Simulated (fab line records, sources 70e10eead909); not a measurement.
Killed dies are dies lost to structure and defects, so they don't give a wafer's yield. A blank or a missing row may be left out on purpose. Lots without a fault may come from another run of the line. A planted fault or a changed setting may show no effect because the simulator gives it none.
A struck lot beside a sound one | flow nand_harc | 16 steps out of a route of 1159
Sound: wafers L321.1, L321.2, L321.6. Struck: wafer L327.1. (L327.4 of the same lot was not struck and is left out.) The cause comes at the end.
At each step with rows: each side's tool, then ch and its chambers, then its first start. Under that, the readings that differ: sound wafers | struck wafers | difference of the means | sigmas: that difference in standard deviations of wafers without a fault.
alike: readings whose means differ by less than 2 such deviations, and words and numbers that are the same on both sides. not compared: withheld readings, readings that some wafer has no value for, bounds like >300 that may hide the same value, and numbers for which the record gives no deviation and whose values overlap.
The two part at a step that has a row with sigmas, a row that says differs or no value, or rows on one side only. Numbers that don't overlap but have no deviation are shown without sigmas and don't part them. A reading that every wafer of one side lacks parts them only if that side has two wafers or more.

NHARC_P_M2_INSPECT_11:
  sound on defect_inspect-01, day 8 10:49; struck on defect_inspect-01, day 10 03:32
  alike: raw_defect_count
NHARC_P_M2_DESCUM_14: chemistry O2, time 3 s.
  sound on rie_diel-08 ch 1,2,3, day 8 10:52; struck on rie_diel-08 ch 3, day 10 03:37
  alike: drypump_motor_current_A, mfc_ar_sccm, oes_product_au, rf_vpp_V, showerhead_plenum_p_Torr, throttle_valve_pct
  not compared: rf_hours_counter_h
NHARC_P_M2_ETCH_35: etches the open film in N2/H2, target depth 40 nm, overetch 12 nm, time 43.94 s.
  sound on rie_diel-08 ch 0,2,3, day 8 11:08; struck on rie_diel-08 ch 2, day 10 03:41
  reading      | sound             | struck | difference | sigmas
  rf_vpp_V (V) | 433.4 427.7 429.5 | 434.8  | +4.6       | +2
  alike: drypump_motor_current_A, mfc_ar_sccm, n2_flow_sccm, oes_product_au, showerhead_plenum_p_Torr, throttle_valve_pct
  not compared: rf_hours_counter_h
NHARC_P_M2_ETCH_15: etches the open film in C4F8/Ar, target depth 182.5 nm, time 91.2 s.
  sound on rie_diel-08 ch 0,1; struck on rie_diel-08 ch 0
  alike: oes_product_au, rf_vpp_V
  not compared: rf_hours_counter_h
NHARC_P_M2_CD_MEAS_16:
  sound on cd_sem-01, day 8 11:20; struck on cd_sem-01, day 10 03:55
  alike: cd_nm
then, 3 steps without rows for these wafers: NHARC_P_M2_STRIP_18 (strips in N2/H2); NHARC_P_M2_ETCH_28 (etches the open film in CF4/N2, target depth 30 nm, time 72.99 s); NHARC_P_M2_STRIP_19 (strips in post etch residue remover, time 600 s).
NHARC_P_M2_DEGAS_29: time 60 s.
  sound on pvd_sputter-02, day 8 12:04; struck on pvd_sputter-03, day 10 04:40
  alike: heater_power_w
then, 2 steps without rows for these wafers: NHARC_P_M2_PRE_CLEAN_30 (time 30 s); NHARC_P_M2_PVD_20 (deposits TaN, target thk 5 nm, time 8.06 s).
NHARC_P_M2_PVD_21: deposits Cu, target thk 30 nm, time 20.49 s.
  sound on pvd_sputter-02; struck on pvd_sputter-03
  alike: throttle_valve_pct
NHARC_P_M2_ECD_22: material Cu, target thk 400 nm.
  sound on ecd_cu-01 ch 0,1, day 8 13:01; struck on ecd_cu-01 ch 0,1, day 10 05:05
then, 1 step without rows for these wafers: NHARC_P_M2_ANNEAL_31 (time 90 s).
NHARC_P_M2_CMP_23: polishes, t overpolish 20 s, target thk 144.3 nm.
  sound on cmp-03 ch 0,1,3, day 8 13:47; struck on cmp-02 ch 1, day 10 05:49
  reading                | sound          | struck | difference | sigmas
  time_to_endpoint_s (s) | 31.9 33.9 28.6 | 16.0   | -15.5      | -7
  alike: edge_zone_pressure_frac, motor_current_A, slurry_filter_dp_kPa
NHARC_P_M2_THK_MEAS_24: measures by xrf.
  sound on film_metro-02, day 8 14:05; struck on film_metro-02, day 10 06:08
  alike: thk_nm

WHERE THEY PART
First at NHARC_P_M2_ETCH_35; last, within this record, at NHARC_P_M2_CMP_23. Later steps at which nothing parts them and some readings are alike: NHARC_P_M2_THK_MEAS_24.

WHY: what the simulator had put in
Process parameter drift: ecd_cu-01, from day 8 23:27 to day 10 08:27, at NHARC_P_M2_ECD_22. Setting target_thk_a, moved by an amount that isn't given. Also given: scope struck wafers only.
